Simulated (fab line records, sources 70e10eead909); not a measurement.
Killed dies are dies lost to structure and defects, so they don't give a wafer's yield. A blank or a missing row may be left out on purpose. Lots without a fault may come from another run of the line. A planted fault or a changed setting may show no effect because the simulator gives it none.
fab line records | flow nand_harc
record lots=6 wafers=18 last_day=24
route steps=1159 shown A_BLC@990 A_M0@994 END@1159
lots that met no fault: from a run of the same line without faults
start_h: hours from the record's first day to the start of the lot's first wafer shown | wait_h: hours since the lot's step before | " the same as in the row above | L1.1+2: a row that stands for several wafers | - no value, or no start given | * or withheld: withheld | < > ~ a bound
route shown NAME@n: a module of which the file shows steps, and the number in the route of the first | usual: mean/standard deviation of fault-free wafers | same: alike in all rows | chamber/n: place in a boat | sites: the reading at each site | _std_site: their standard deviation | _edge_site: outer sites' mean less inner sites' | radius_mm: how far each site lies from the wafer's centre | mask NAME#n: copy n | behind: the tool/chamber that last shaped the wafer | hold: why the lot was held/for how many hours/how that ended | device: the transistor (n, p or np) that didn't switch | end of line: the same wafers' tests at the end of the route | a step without rows: its recipe alone | killed: dies lost to structure and defects at the first sort, not the wafer's yield | map: a wafer's dies, x killed, . not, _ none there
set.NAME: the setting as run; set.NAME@STEP: as run at that earlier step | model.NAME: the simulator's own value behind a step, which no gauge read
lots at some steps of the route; a table a step, a row a wafer
services: from which hour (start_h, from the record's first day; less than 0 if before it) a tool's chamber was out of use, for how many hours, and why
## steps
# step NHARC_A_BLC_CMP_25
# recipe t_overpolish_s=30 target_thk_nm=150
# usual motor_current_A=12.1/1.5 overpolish_run_s=30.000/0.0092 time_to_endpoint_s=28/3.2
# columns lot.wafer tool chamber start_h wait_h motor_current_A overpolish_run_s time_to_endpoint_s
L453.4 cmp-03 2 399.29 0.3 11.9 29.996 31
L453.2 " 3 " " 12.9 30.012 31
L453.3 " 0 " " 15.8 30.004 31
L463.4 cmp-04 2 461.14 0.4 12.2 30.003 31
L463.2 " 3 " " 10.7 30.018 26
L463.3 " 0 " " 9.7 29.991 22
L461.3 cmp-02 1 461.98 0.5 10.0 30.007 23
L461.4 " 0 " " 12.0 29.998 25
L461.6 " 1 " " 10.5 29.997 23
L467.3 cmp-04 0 504.28 0.3 9.5 30.004 20
L467.6 " 1 " " 11.5 30.001 31
L467.5 " 2 " " 12.3 30.015 31
L475.4 cmp-03 0 534.85 0.3 14.8 29.999 31
L475.6 " 3 " " 13.4 30.019 34
L475.5 " 0 " " 14.8 29.986 30
L474.4 cmp-04 1 535.24 0.4 12.3 30.007 34
L474.2 " 3 " " 10.5 30.009 28
L474.1 " 0 " " 9.8 29.988 21
# step NHARC_A_BLC_SRD_27
# step NHARC_A_BLC_INSPECT_28
# usual raw_defect_count=418/120
# columns lot.wafer tool chamber start_h wait_h raw_defect_count
L453.2 defect_inspect-01 - 399.67 0.1 428
L453.3 " - " " 261
L453.4 " - " " 331
L463.2 defect_inspect-01 - 461.52 0.1 425
L463.3 " - " " 301
L463.4 " - " " 301
L461.3 defect_inspect-01 - 462.38 0.1 587
L461.4 " - " " 369
L461.6 " - " " 476
L467.3 defect_inspect-01 - 504.61 0.1 375
L467.5 " - " " 354
L467.6 " - " " 283
L475.4 defect_inspect-02 - 535.23 0.1 401
L475.5 " - " " 235
L475.6 " - " " 408
L474.1 defect_inspect-01 - 535.64 0.1 428
L474.2 " - " " 464
L474.4 " - " " 504
# step NHARC_A_M0_DEP_00
# recipe target_thk_a=1500 target_thk_nm=150 temp_c=withheld pressure_torr=5 flow_sccm=200 rf_w=600 material=SiOC
# step NHARC_A_M0_DEHYDRATE_01
# recipe temp_c=150 time_s=120
# step NHARC_A_M0_HMDS_02
# recipe time_s=30
# step NHARC_A_M0_COAT_33
# recipe temp_c=200 time_s=65
# step NHARC_A_M0_COAT_03
# recipe spin_rpm=1500 resist_thk_nm=90
# step NHARC_A_M0_SOFTBAKE_04
# recipe temp_c=105 time_s=55
# step NHARC_A_M0_EBR_05
# step NHARC_A_M0_EXPOSE_06
# recipe na=1.35 target_cd_nm=80 dose_mj=83.25 mask_id=A_M0
# step NHARC_A_M0_PEB_07
# recipe peb_temp_c=100 peb_time_s=65
# usual exhaust_pa=45.1/0.86 heater_power_total_W=156.6/0.41 plate_temp_C=100.00/0.13
# same peb_time_s=65
# columns lot.wafer tool chamber start_h wait_h exhaust_pa heater_power_total_W plate_temp_C
L453.2 litho_track-06 0 400.37 0.1 44.9 157.1 99.78
L453.3 " 0 " " 44.7 156.6 99.80
L453.4 " 0 " " 45.7 156.8 99.64
L463.2 litho_track-01 0 462.34 0.1 45.0 165.2 103.93
L463.3 " 0 " " 45.1 164.2 103.79
L463.4 " 0 " " 44.3 164.3 103.78
L461.3 litho_track-01 0 463.08 0.0 44.9 165.1 103.89
L461.4 " 0 " " 45.5 165.0 103.82
L461.6 " 0 " " 46.1 165.0 103.76
L467.3 litho_track-06 0 505.43 0.0 45.2 156.4 100.03
L467.5 " 0 " " 45.5 156.7 99.96
L467.6 " 0 " " 44.0 156.0 100.03
L475.4 litho_track-04 0 536.06 0.0 43.8 156.5 100.22
L475.5 " 0 " " 44.6 156.4 100.19
L475.6 " 0 " " 43.9 156.0 100.10
L474.1 litho_track-01 0 536.73 0.1 43.8 157.1 100.09
L474.2 " 0 " " 44.5 156.2 100.19
L474.4 " 0 " " 43.0 156.8 99.96
# step NHARC_A_M0_DEVELOP_08
# recipe develop_time_s=35 dev_temp_c=23
# step NHARC_A_M0_CD_MEAS_09
# recipe target_cd_nm=80 landing_energy_ev=500
# usual cd_nm=79.9/0.7
# columns lot.wafer tool chamber start_h wait_h cd_nm
L453.2 cd_sem-02 0 400.45 - 79.9
L453.3 " 0 " " 81.4
L453.4 " 0 " " 80.8
L463.2 cd_sem-01 0 462.42 - 93.6
L463.3 " 0 " " 93.0
L463.4 " 0 " " 92.9
L461.3 cd_sem-03 0 463.17 - 90.7
L461.4 " 0 " " 90.1
L461.6 " 0 " " 89.9
L467.3 cd_sem-02 0 505.52 - 80.2
L467.5 " 0 " " 81.2
L467.6 " 0 " " 80.5
L475.4 cd_sem-03 0 536.14 - 81.0
L475.5 " 0 " " 80.8
L475.6 " 0 " " 80.8
L474.1 cd_sem-02 0 536.81 - 79.2
L474.2 " 0 " " 80.1
L474.4 " 0 " " 80.1
# step NHARC_A_M0_OVL_MEAS_10
# recipe pitch_nm=160
# usual overlay_x_nm=0.2/0.85 overlay_y_nm=0.2/0.67
# columns lot.wafer tool chamber start_h wait_h overlay_x_nm overlay_y_nm
L453.2 overlay-02 - 400.53 - -0.1 0.5
L453.3 " - " " 0.1 0.2
L453.4 " - " " -0.1 0.3
L463.2 overlay-02 - 462.50 - 0.8 0.1
L463.3 " - " " 0.4 -0.1
L463.4 " - " " 0.7 -0.7
L461.3 overlay-01 - 463.25 - 0.9 -1.1
L461.4 " - " " 1.1 -1.3
L461.6 " - " " 0.2 -0.8
L467.3 overlay-02 - 505.60 - 0.6 -0.2
L467.5 " - " " 1.1 -0.2
L467.6 " - " " 1.3 -0.5
L475.4 overlay-01 - 536.22 - 0.4 1.3
L475.5 " - " " 0.3 1.9
L475.6 " - " " 0.3 1.6
L474.1 overlay-02 - 536.90 - -0.6 -0.7
L474.2 " - " " -0.4 -0.7
L474.4 " - " " -0.6 -0.7
# step NHARC_A_M0_INSPECT_11
# usual raw_defect_count=32/13
# columns lot.wafer tool chamber start_h wait_h raw_defect_count
L453.2 defect_inspect-01 - 400.57 0.0 21
L453.3 " - " " 23
L453.4 " - " " 15
L463.2 defect_inspect-01 - 462.54 0.0 37
L463.3 " - " " 34
L463.4 " - " " 31
L461.3 defect_inspect-02 - 463.29 0.0 33
L461.4 " - " " 25
L461.6 " - " " 31
L467.3 defect_inspect-02 - 505.64 0.0 37
L467.5 " - " " 32
L467.6 " - " " 30
L475.4 defect_inspect-02 - 536.26 0.0 35
L475.5 " - " " 32
L475.6 " - " " 38
L474.1 defect_inspect-02 - 536.94 0.0 64
L474.2 " - " " 71
L474.4 " - " " 61
# step NHARC_A_M0_DESCUM_14
# recipe time_s=3 o2_flow_sccm=200 ar_flow_sccm=0 bias_power_w=0 chemistry=O2
# usual drypump_motor_current_A=6.0/0.43 oes_product_au=1.005/0.013 rf_vpp_V=57.9/0.85 showerhead_plenum_p_Torr=1.93/0.058 throttle_valve_pct=11.311/0.0089
# columns lot.wafer tool chamber start_h wait_h drypump_motor_current_A oes_product_au rf_hours_counter_h rf_vpp_V showerhead_plenum_p_Torr throttle_valve_pct model.A_M0.cd_nm
L453.3 rie_diel-10 1 400.65 0.1 5.6 1.013 3 58.9 1.98 11.310 80.93
L453.2 " 0 " " 5.7 1.005 3 58.4 1.96 11.314 80.36
L453.4 " 1 " " 5.6 1.013 - 58.8 1.98 11.311 81.09
L463.2 rie_diel-10 1 462.61 0.1 5.6 1.008 8 57.2 1.97 11.319 92.87
L463.3 " 2 " " 6.1 0.993 8 57.1 1.91 11.332 91.58
L463.4 " 3 " " 6.6 1.032 5 58.3 2.04 11.317 91.94
L461.3 rie_diel-05 1 463.36 0.1 5.6 0.999 9 56.7 1.97 11.313 90.4
L461.4 " 2 " " 6.2 1.017 9 59.3 2.01 11.302 89.72
L461.6 " 3 " " 5.0 1.004 - 57.5 1.81 11.318 89.78
L467.3 rie_diel-05 1 505.71 0.1 5.6 1.004 11 58.2 1.97 11.315 80.17
L467.5 " 0 " " 6.4 1.003 - 57.3 1.97 11.311 80.12
L467.6 " 3 " " 5.0 0.995 - 57.1 1.81 11.299 79.72
L475.4 rie_diel-04 2 536.35 0.1 6.4 1.024 3 57.5 1.88 11.314 81.58
L475.6 " 3 " " 6.4 0.997 - 57.3 1.93 11.311 82.34
L475.5 " 0 " " 6.0 1.009 - 58.1 1.92 11.304 81.06
L474.2 rie_diel-04 3 537.00 0.1 6.4 0.994 4 57.9 1.93 11.300 81.66
L474.4 " 1 " " 6.0 1.007 3 56.7 1.88 11.309 80.32
L474.1 " 2 " " 6.4 1.016 3 59.6 1.88 11.318 79.66
# step NHARC_A_M0_ETCH_34
# recipe target_depth_a=400 overetch_a=120 time_s=43.94 ion_energy_ev=200 n2_flow_sccm=150 h2_flow_sccm=150 ar_flow_sccm=0 rf_w=400 bias_w=150 chemistry=N2/H2
# usual drypump_motor_current_A=6.0/0.43 h2_flow_sccm=150.0/0.47 oes_product_au=1.005/0.014 rf_vpp_V=431.1/1.8 showerhead_plenum_p_Torr=2.06/0.062 throttle_valve_pct=14.171/0.0084
# columns lot.wafer tool chamber start_h wait_h drypump_motor_current_A h2_flow_sccm oes_product_au rf_hours_counter_h rf_vpp_V showerhead_plenum_p_Torr throttle_valve_pct
L453.2 rie_diel-10 0 400.75 0.1 5.7 149.5 0.995 3 431.5 2.09 14.180
L453.3 " 2 " " 6.1 150.8 0.984 3 430.7 2.04 14.166
L453.4 " 0 " " 5.7 149.3 0.998 - 431.6 2.09 14.181
L463.3 rie_diel-10 1 462.69 0.1 5.6 150.3 1.014 8 432.4 2.11 14.165
L463.2 " 2 " " 6.0 149.8 1.004 8 430.3 2.04 14.168
L463.4 " 3 " " 6.6 149.9 1.030 5 434.8 2.18 14.172
L461.4 rie_diel-05 3 463.43 0.1 5.0 149.4 0.987 9 427.1 1.93 14.166
L461.3 " 0 " " 6.5 149.2 1.004 8 431.0 2.10 14.175
L461.6 " 3 " " 5.0 149.2 0.983 - 427.4 1.93 14.183
L467.3 rie_diel-05 0 505.81 0.1 6.4 149.6 0.998 10 431.1 2.10 14.173
L467.6 " 0 " " 6.4 149.7 1.002 - 432.8 2.10 14.185
L467.5 " 1 " " 5.6 149.6 1.006 - 431.9 2.10 14.164
L475.4 rie_diel-04 1 536.42 0.1 6.0 149.7 1.008 3 429.2 2.01 14.177
L475.6 " 3 " " 6.4 149.7 0.989 - 430.5 2.05 14.168
L475.5 " 0 " " 6.0 149.2 1.010 - 431.7 2.05 14.173
L474.4 rie_diel-04 1 537.08 0.1 6.0 150.1 0.994 3 429.4 2.01 14.169
L474.1 " 2 " " 6.4 149.8 1.028 3 430.6 2.01 14.163
L474.2 " 3 " " 6.4 149.7 0.988 4 430.3 2.05 14.168
# step NHARC_A_M0_ETCH_15
# recipe target_depth_a=1500 overetch_a=150 time_s=82.5 c4f8_flow_sccm=withheld ar_flow_sccm=400 rf_w=600 bias_w=300 chemistry=C4F8/Ar
# usual oes_product_au=0.951/0.026 rf_vpp_V=441.6/1.9
# columns lot.wafer tool chamber start_h wait_h oes_product_au rf_hours_counter_h rf_vpp_V model.A_M0.cd_nm
L453.2 rie_diel-10 1 - - 0.981 3 443.1 80.69
L453.3 " 0 " " 0.963 4 442.5 81.25
L453.4 " 0 " " 0.959 - 442.2 81.39
L463.3 rie_diel-10 2 - - 0.921 8 441.7 91.77
L463.4 " 0 " " 0.923 9 442.0 91.48
L463.2 " 1 " " 0.937 8 443.3 92.91
L461.4 rie_diel-05 1 - - 0.918 9 442.3 89.44
L461.3 " 3 " " 0.915 9 438.1 90.09
L461.6 " 1 " " 0.932 - 442.1 89.6
L467.3 rie_diel-05 0 - - 0.928 10 441.0 79.82
L467.6 " 0 " " 0.931 - 441.2 79.19
L467.5 " 1 " " 0.930 - 442.1 80.63
L475.4 rie_diel-04 0 - - 0.969 3 440.1 81.45
L475.5 " 3 " " 0.951 - 440.5 81.54
L475.6 " 0 " " 0.962 - 443.5 81.76
L474.2 rie_diel-04 1 - - 0.979 3 440.5 81
L474.4 " 2 " " 1.002 3 438.0 80.17
L474.1 " 0 " " 0.973 3 439.4 79.03
# step NHARC_A_M0_CD_MEAS_16
# usual cd_nm=79.9/1
# columns lot.wafer tool chamber start_h wait_h cd_nm
L453.2 cd_sem-01 - 401.00 - 80.8
L453.3 " - " " 81.5
L453.4 " - " " 81.6
L463.2 cd_sem-02 - 462.90 - 92.8
L463.3 " - " " 91.9
L463.4 " - " " 91.6
L461.3 cd_sem-01 - 463.65 - 90.0
L461.4 " - " " 89.6
L461.6 " - " " 89.4
L467.3 cd_sem-02 - 506.05 - 79.8
L467.5 " - " " 80.6
L467.6 " - " " 79.0
L475.4 cd_sem-03 - 536.63 - 81.3
L475.5 " - " " 81.7
L475.6 " - " " 81.8
L474.1 cd_sem-01 - 537.29 - 79.1
L474.2 " - " " 80.9
L474.4 " - " " 80.5
# step NHARC_A_M0_STRIP_18
# recipe power_w=1000 n2_flow_sccm=150 h2_flow_sccm=150 ar_flow_sccm=0 bias_w=0 chemistry=N2/H2
# usual drypump_motor_current_A=6.0/0.43 h2_flow_sccm=150.0/0.49 oes_product_au=1.005/0.013 power_w=1000/3.6 rf_vpp_V=90.8/0.87 showerhead_plenum_p_Torr=2.06/0.062 throttle_valve_pct=14.172/0.0089
# columns lot.wafer tool chamber start_h wait_h drypump_motor_current_A h2_flow_sccm oes_product_au power_w rf_hours_counter_h rf_vpp_V showerhead_plenum_p_Torr throttle_valve_pct
L453.3 rie_diel-04 2 401.07 0.1 6.3 150.2 1.010 999 8 90.4 2.01 14.165
L453.2 " 3 " " 6.4 150.1 0.982 998 8 89.9 2.06 14.187
L453.4 " 1 " " 6.0 150.0 0.997 997 7 89.9 2.01 14.157
L463.3 rie_diel-05 2 462.98 0.1 6.2 150.6 1.019 1001 9 91.5 2.14 14.172
L463.2 " 3 " " 5.0 149.6 0.993 1005 9 89.1 1.93 14.192
L463.4 " 0 " " 6.4 150.6 0.996 997 8 91.9 2.10 14.176
L461.3 rie_diel-10 2 463.77 0.1 6.1 150.2 1.000 997 8 91.5 2.04 14.182
L461.4 " 3 " " 6.6 149.8 1.017 994 5 91.3 2.18 14.183
L461.6 " 0 " " 5.7 149.4 1.000 998 - 91.0 2.09 14.164
L467.3 rie_diel-10 3 506.18 0.1 6.6 149.8 1.009 994 8 92.0 2.18 14.172
L467.6 " 1 " " 5.6 150.5 1.021 998 - 90.3 2.10 14.163
L467.5 " 2 " " 6.1 150.2 1.000 1000 - 91.0 2.04 14.173
L475.4 rie_diel-04 2 536.77 0.1 6.4 149.3 1.013 995 3 91.2 2.01 14.169
L475.5 " 3 " " 6.4 149.6 0.985 996 - 89.1 2.05 14.166
L475.6 " 0 " " 6.0 150.9 0.998 1005 - 90.4 2.05 14.166
L474.2 rie_diel-05 1 537.40 0.1 5.6 149.5 0.996 997 2 92.6 2.10 14.181
L474.1 " 3 " " 5.0 150.1 1.002 1001 2 89.6 1.92 14.178
L474.4 " 0 " " 6.4 151.1 1.001 1004 - 90.8 2.10 14.177
# step NHARC_END_SORT_01
# recipe temp_c=25
# usual defect_limited_yield=95.1/1.6 killed_at_array=29/10 killed_at_other=0.7/1.1 killed_at_periphery=3.3/2.4 killed_dies=33/11 killed_open=3.3/2 killed_short=1.9/1.3 sort_bin_2_pct=1.5/0.67 sort_bin_3_pct=0.27/0.24 sort_bin_4_pct=3.1/1.1 sort_n_pass=644/11 sort_rim_yield_pct=97.1/2.1 sort_yield_pct=95.1/1.6
# same gross_dies=677 sort_bin_5_pct[%]=0 sort_bin_6_pct[%]=0 sort_bin_7_pct[%]=0 sort_bin_8_pct[%]=0 sort_rim_n_gross=106.00
# columns lot.wafer tool chamber start_h wait_h defect_limited_yield[%] killed_at_array killed_at_other killed_at_periphery killed_dies killed_open killed_short sort_bin_2_pct[%] sort_bin_3_pct[%] sort_bin_4_pct[%] sort_n_pass sort_rim_yield_pct[%] sort_yield_pct[%]
L463.2 prober-01 0 506.69 2.8 93.5 40 1 3 44 8 2 1.9 0.15 4.4 633 98.1 93.5
L463.3 prober-01 0 507.50 3.1 95.0 33 0 1 34 5 0 2.5 0 2.5 643 97.2 95.0
L463.4 prober-01 0 508.30 3.4 95.0 31 0 3 34 4 4 1.8 0.44 2.8 643 100.0 95.0
L461.3 prober-02 0 507.54 3.1 95.1 30 0 3 33 3 5 1.8 0.44 2.7 644 97.2 95.1
L461.4 prober-02 0 508.32 3.4 95.4 27 0 4 31 5 2 1.6 0 3.0 646 92.5 95.4
L461.6 prober-02 0 509.89 3.9 94.7 31 0 5 36 5 2 1.8 0.15 3.4 641 100.0 94.7
L467.5 prober-02 0 552.70 3.7 94.4 30 5 3 38 1 4 1.8 0 3.8 639 93.4 94.4
# killed by level:class
L463.2 A_CHANNEL_HOLE_D1:chamber_film_flake=21 A_CONTACT:chamber_film_flake=6 A_CONTACT:geometric_particle:open=4 A_STAIRCASE:chamber_film_flake=4 P_ZERO_WELL:chamber_film_flake=2 P_CONTACT:geometric_particle:open=1 A_ONON_D1:geometric_particle:open=1 A_CHANNEL_HOLE_D1:geometric_particle:open=1
L463.3 A_CHANNEL_HOLE_D1:chamber_film_flake=18 A_STAIRCASE:chamber_film_flake=5 A_CONTACT:chamber_film_flake=5 A_CHANNEL_FILL_D1:geometric_particle:open=2 A_CONTACT:geometric_particle:open=2 A_ONON_D1:geometric_particle:open=1 P_STI:chamber_film_flake=1
L461.3 A_CHANNEL_HOLE_D1:chamber_film_flake=18 A_STAIRCASE:chamber_film_flake=2 A_CONTACT:chamber_film_flake=2 P_M0:geometric_particle:short=1 A_ONON_D1:geometric_particle:short=1 A_CHANNEL_FILL_D1:geometric_particle:short=1 A_WL_FILL:geometric_particle:short=1 A_CONTACT:geometric_particle:open=1
L463.4 A_CHANNEL_HOLE_D1:chamber_film_flake=18 A_STAIRCASE:chamber_film_flake=4 A_M0:geometric_particle:open=2 P_M0:geometric_particle:short=1 A_ONON_D1:geometric_particle:open=1 A_ONON_D1:geometric_particle:short=1 A_CHANNEL_HOLE_D1:geometric_particle:short=1 A_CHANNEL_FILL_D1:geometric_particle:short=1
L461.4 A_CHANNEL_HOLE_D1:chamber_film_flake=14 A_CONTACT:chamber_film_flake=5 A_WL_FILL:geometric_particle:open=2 P_STI:chamber_film_flake=2 A_WL_FILL:chamber_film_flake=2 P_M0:geometric_particle:open=1 P_M0:geometric_particle:short=1 A_CHANNEL_FILL_D1:geometric_particle:short=1
L461.6 A_CHANNEL_HOLE_D1:chamber_film_flake=17 A_STAIRCASE:chamber_film_flake=6 P_CONTACT:geometric_particle:open=2 A_CONTACT:geometric_particle:open=2 P_STI:chamber_film_flake=2 A_CONTACT:chamber_film_flake=2 A_WL_FILL:geometric_particle:short=1 A_WL_FILL:geometric_particle:open=1
L467.5 A_CHANNEL_HOLE_D1:chamber_film_flake=16 A_STAIRCASE:chamber_film_flake=6 THIN_TSV:chamber_film_flake=5 A_CONTACT:chamber_film_flake=3 A_M1:geometric_particle:short=2 P_GATE:chamber_film_flake=2 A_ONON_D1:geometric_particle:short=1 A_CHANNEL_FILL_D1:geometric_particle:short=1
## services
# columns tool chamber start_h hours kind
cmp-02 - 375.47 4.4 repair
rie_diel-10 3 390.21 15.5 repair
cmp-02 - 403.89 0.6 repair
cmp-04 - 411.67 1.0 repair
cmp-02 - 422.50 4.0 pm
rie_diel-05 0 432.69 10.8 repair
rie_diel-10 3 434.63 7.0 repair
litho_track-01 - 443.01 7.0 pm
cmp-03 - 450.08 4.0 pm
rie_diel-05 - 454.47 0.1 repair
cmp-04 - 464.22 0.6 repair
cmp-03 - 465.78 4.3 repair
rie_diel-04 - 466.14 9.0 pm
litho_track-06 - 467.00 7.0 pm
cmp-04 - 467.90 0.5 repair
cmp-03 - 478.68 0.6 repair
rie_diel-05 2 492.16 47.6 repair
rie_diel-05 - 493.21 0.9 repair
cmp-04 - 497.11 4.0 pm
cmp-04 - 506.52 1.1 repair
cmp-04 - 509.71 3.2 repair
rie_diel-04 2 512.21 2.2 repair
rie_diel-05 - 517.60 9.0 pm
rie_diel-10 - 530.71 9.0 pm
## key
first_sign step=NHARC_A_M0_PEB_07 reading=plate_temp_C direction=up sigmas=30 usual=* struck=*
effect step=NHARC_A_M0_PEB_07 reading=heater_power_total_W direction=up sigmas=20 usual=* struck=*
effect step=NHARC_A_M0_CD_MEAS_09 reading=cd_nm direction=up sigmas=17 usual=79.9 struck=91.7 through=control_loop
effect step=NHARC_A_M0_CD_MEAS_16 reading=cd_nm direction=up sigmas=10 usual=79.9 struck=90.9 through=control_loop
model_effect step=NHARC_A_M0_DESCUM_14 value=A_M0.cd_nm without=78.94 struck=91.05
model_effect step=NHARC_A_M0_ETCH_15 value=A_M0.cd_nm without=78.77 struck=90.88
met_at NHARC_A_M0_PEB_07
struck_wafers L461.3,L461.4,L461.6,L463.2,L463.3,L463.4
loop_trim step=NHARC_A_M0_EXPOSE_06 setting=dose lots=L461
fault kind=process_parameter_drift tool=litho_track-01 chamber=- onset_h=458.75 steps=NHARC_A_M0_PEB_07 channel=peb_temp_c offset=* shape=step end_h=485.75 acts_in=* stated=*
# loop_trim: a control loop set the setting to another value than it would have without faults
